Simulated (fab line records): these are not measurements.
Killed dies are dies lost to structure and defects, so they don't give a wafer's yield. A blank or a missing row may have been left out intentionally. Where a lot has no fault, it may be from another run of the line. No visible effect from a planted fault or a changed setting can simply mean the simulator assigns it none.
Which tool did it? -- flow nand harc -- 24 lots, 72 wafers sampled, at 3 steps of a route of 1302

== WHAT THE GAUGES READ, wafer by wafer ==
NHARC_A_CONTACT_OVL_MEAS_70. Usual: overlay x nm 0.0 nm, standard deviation 0.82; overlay y nm 0.1 nm, standard deviation 0.93.
lot,measured,on,overlay x nm (nm),overlay y nm (nm),flag
L074,day 21 22:31,overlay-01,1.7 2.2 1.9,3.1 2.7 2.4,
L075,day 22 11:10,overlay-01,0.4 0.7 0.3,-0.8 -1.4 -1.3,
L076,day 22 11:44,overlay-01,-0.4 0.1 0.3,-0.2 -0.5 -0.1,
L077,day 23 14:03,overlay-02,1.0 1.2 0.4,0.9 1.6 0.7,
L078,day 23 14:14,overlay-01,-1.0 -0.1 0.4,-2.3 -1.8 -1.6,
L079,day 24 15:18,overlay-02,-1.9 -1.5 -1.6,0.7 1.0 1.5,
L080,day 24 22:05,overlay-01,-0.6 -0.8 -0.5,0.2 0.0 0.4,
L081,day 24 22:15,overlay-02,1.3 0.5 0.5,-0.1 0.5 0.3,
L082,day 25 05:13,overlay-02,-1.0 0.0 -0.5,0.4 0.5 0.7,
L085,day 25 17:37,overlay-01,-0.4 -0.3 -0.6,0.3 0.5 -0.2,
L084,day 25 23:24,overlay-02,0.4 0.2 0.1,-0.2 -0.5 -0.6,
L083,day 26 06:54,overlay-02,-0.8 -1.0 -0.8,-0.1 -0.2 -0.1,
L086,day 26 22:49,overlay-02,0.5 0.1 1.0,-0.9 -0.3 -0.5,
L087,day 27 17:23,overlay-01,0.5 0.1 0.0,0.7 1.3 0.4,
L088,day 28 05:18,overlay-01,1.5 1.4 1.5,0.8 0.7 0.6,
L089,day 28 12:37,overlay-02,-0.2 -0.4 -0.6,0.7 0.3 0.9,
L090,day 28 14:39,overlay-02,1.5 0.9 1.0,-0.7 -0.2 -0.3,
L091,day 28 15:51,overlay-01,0.6 0.3 0.0,1.0 0.4 0.7,
L092,day 29 16:39,overlay-01,0.1 -0.5 -0.9,-1.1 -0.3 -0.4,
L093,day 29 23:40,overlay-02,-0.5 -0.2 -0.4,-0.4 -0.8 -0.1,
L095,day 30 22:53,overlay-02,0.2 -0.1 0.4,0.4 0.2 -0.2,
L094,day 31 00:14,overlay-01,-0.6 -0.2 -0.2,-0.4 -0.3 -0.6,
L097,day 31 17:23,overlay-01,-0.6 -1.0 -0.5,0.4 0.2 0.2,
L096,day 31 17:32,overlay-02,0.1 0.0 -0.2,0.6 1.3 1.0,

== TOOL THAT RAN EACH LOT (tool first, then ch and the chambers of the sampled wafers, then the start) ==
lot,NHARC_A_CONTACT_ETCH_121,NHARC_A_CONTACT_ETCH_102
L074,"har cap etch-01 ch 0, day 21 15:46","rie diel-04 ch 1,2,3, day 21 17:38"
L075,"har cap etch-03 ch 0,1, day 22 03:04","rie diel-09 ch 0,3, day 22 04:50"
L076,"har cap etch-02 ch 0,1, day 22 04:05","rie diel-09 ch 0,1,2, day 22 05:53"
L077,"har cap etch-03 ch 0,1, day 23 07:30","rie diel-09 ch 1,3, day 23 09:20"
L078,"har cap etch-02 ch 0,1, day 23 07:40","rie diel-09 ch 0,1,3, day 23 09:38"
L079,"har cap etch-03 ch 0,1, day 24 05:05","rie diel-07 ch 0,3, day 24 06:58"
L080,"har cap etch-02 ch 0,1, day 24 13:41","rie diel-04 ch 0,1,3, day 24 15:32"
L081,"har cap etch-01 ch 0,1, day 24 13:53","rie diel-09 ch 1,2,3, day 24 15:41"
L082,"har cap etch-02 ch 0,1, day 24 22:35","rie diel-09 ch 1,2,3, day 25 00:25"
L085,"har cap etch-02 ch 0,1, day 25 11:08","rie diel-09 ch 1,2,3, day 25 12:56"
L084,"har cap etch-03 ch 0,1, day 25 16:51","rie diel-07 ch 0,1,2, day 25 18:39"
L083,"har cap etch-01 ch 0,1, day 26 00:26","rie diel-09 ch 1,2,3, day 26 02:19"
L086,"har cap etch-02 ch 0,1, day 26 14:36","rie diel-09 ch 1,2,3, day 26 16:39"
L087,"har cap etch-01 ch 0,1, day 27 10:53","rie diel-09 ch 1,2,3, day 27 12:41"
L088,"har cap etch-02 ch 0,1, day 27 21:26","rie diel-09 ch 0,1,2, day 27 23:13"
L089,"har cap etch-03 ch 0,1, day 28 06:08","rie diel-09 ch 0,2,3, day 28 07:55"
L090,"har cap etch-02 ch 0,1, day 28 07:04","rie diel-09 ch 0,1,2, day 28 08:55"
L091,"har cap etch-01 ch 0,1, day 28 08:29","rie diel-04 ch 0,1,2, day 28 10:17"
L092,"har cap etch-03 ch 0,1, day 29 07:16","rie diel-07 ch 1,2,3, day 29 09:13"
L093,"har cap etch-01 ch 0,1, day 29 15:08","rie diel-07 ch 1,2,3, day 29 16:57"
L095,"har cap etch-03 ch 0,1, day 30 12:07","rie diel-07 ch 0,3, day 30 14:04"
L094,"har cap etch-01 ch 0,1, day 30 17:23","rie diel-07 ch 1,3, day 30 19:35"
L097,"har cap etch-01 ch 0,1, day 31 10:24","rie diel-09 ch 2,3, day 31 12:37"
L096,"har cap etch-02 ch 0,1, day 31 10:50","rie diel-04 ch 0,1,2, day 31 12:41"
- NHARC_A_CONTACT_ETCH_121: etches the open film in C4F8/O2/Ar, time 190 s, target depth 1850 nm.
- NHARC_A_CONTACT_ETCH_102: etches the open film in CF4/O2, target depth 100 nm, overetch 10 nm, time 55 s.

== WHAT THE TOOLS THEMSELVES READ (means of the sampled wafers that have a number; where no wafer has one, the mark that the record gives instead) ==
NHARC_A_CONTACT_ETCH_102. Usual: drypump motor current A 5.8 A, standard deviation 0.35; oes product au 0.998 a.u., standard deviation 0.0058; rf vpp V 197.6 V, standard deviation 1.7; showerhead plenum p Torr 1.33 Torr, standard deviation 0.071; throttle valve pct 13.398 %, standard deviation 0.0092.
lot,tool,drypump motor current A (A),oes product au (a.u.),rf vpp V (V),showerhead plenum p Torr (Torr),throttle valve pct (%),flag
L074,rie diel-04,5.9,0.993,198.7,1.36,13.391,
L075,rie diel-09,5.9,1.002,196.3,1.25,13.391,
L076,rie diel-09,6.1,0.997,198.0,1.34,13.398,
L077,rie diel-09,5.7,1.002,196.6,1.29,13.396,
L078,rie diel-09,5.9,0.993,196.5,1.30,13.389,
L079,rie diel-07,5.5,1.000,198.9,1.36,13.406,
L080,rie diel-04,5.9,0.991,198.7,1.39,13.388,
L081,rie diel-09,5.9,0.999,197.3,1.33,13.391,
L082,rie diel-09,5.9,0.994,198.0,1.33,13.401,
L085,rie diel-09,5.9,1.003,197.8,1.33,13.402,
L084,rie diel-07,5.5,0.999,197.9,1.33,13.395,
L083,rie diel-09,5.9,0.994,197.2,1.33,13.393,
L086,rie diel-09,5.9,0.998,197.0,1.33,13.402,
L087,rie diel-09,5.9,0.996,197.4,1.33,13.402,
L088,rie diel-09,6.1,0.997,198.7,1.34,13.397,
L089,rie diel-09,6.1,0.991,197.3,1.28,13.391,
L090,rie diel-09,6.1,0.997,197.8,1.34,13.390,
L091,rie diel-04,5.7,0.995,199.1,1.39,13.403,
L092,rie diel-07,5.5,1.005,196.5,1.28,13.387,
L093,rie diel-07,5.5,1.001,196.7,1.28,13.400,
L095,rie diel-07,5.4,0.995,199.0,1.39,13.411,
L094,rie diel-07,5.6,1.002,196.1,1.29,13.400,
L097,rie diel-09,6.1,0.995,199.1,1.38,13.395,
L096,rie diel-04,5.7,0.997,198.3,1.39,13.404,

== THE ANSWER, worked out from the rows above alone ==
Rule: take the mean of a lot's wafers that have a number; if it is more than 3 standard deviations from the usual mean, the lot is off. Also off: a lot with no number at a reading for which 4 or more lots have one. All remaining lots with rows at the step are treated as sound. Order of review: gauges by route order, followed by the tools' own readings, for which a lot's mean as printed above is used. The first step at which some lot is off is used, and at that step the reading that is off furthest; a lot without a number counts as furthest.
Nothing can be told from this: no lot is off at any reading shown.

== WHAT HAD BEEN PUT IN BY THE SIMULATOR ==
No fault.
